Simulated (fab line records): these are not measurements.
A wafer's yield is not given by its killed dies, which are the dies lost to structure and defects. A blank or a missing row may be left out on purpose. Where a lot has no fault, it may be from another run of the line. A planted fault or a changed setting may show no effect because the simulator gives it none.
Matching of chambers | flow n5 finfet | 3 sister chambers for N5_BEOL_M12_ILD_DEP_00 on pecvd-01
The step deposits SiOC from DEMS/O2, target thk 658.92 nm, time 130.7 s. 3 wafers are shown with their chamber, then 7 later ones without.

## WAFERS, EACH WITH ITS CHAMBER
wafer  | chamber | showerhead vpp V (V)
L091.1 | 1       | 1330
L094.1 | 2       | 1499
L094.2 | 0       | 1466

## WAFERS WITH NO CHAMBER GIVEN
wafer  | showerhead vpp V (V)
L094.3 | 1312
L094.4 | 1471
L094.5 | 1518
L094.6 | 1330
L096.2 | 1531
L096.3 | 1460
L096.6 | 1335

## THE CHAMBER EACH PASSED THROUGH
wafer  | from the rows above     | in truth
L094.3 | 1                       | 1
L094.4 | can't be placed: 0 or 2 | 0
L094.5 | 2                       | 2
L094.6 | 1                       | 1
L096.2 | 2                       | 2
L096.3 | 0                       | 0
L096.6 | 1                       | 1
Correct placement for 6 of the 7. These rows do not allow placing 1 (true chamber among the candidates in 1). Wrongly placed: 0.
How it was worked out, from the rows above alone: a wafer's distance from a chamber is the root of the sum, over the readings, of the square of ((its reading less the chamber's mean) divided by the reading's scatter). If the next closest chamber is less than 2 further off than the closest, the wafer can't be placed; otherwise it belongs to the closest. A chamber's mean is the mean of its shown wafers. The scatter (one wafer shown for each chamber): square how far every hidden wafer sits from the nearest shown wafer, average those squares and take the square root.
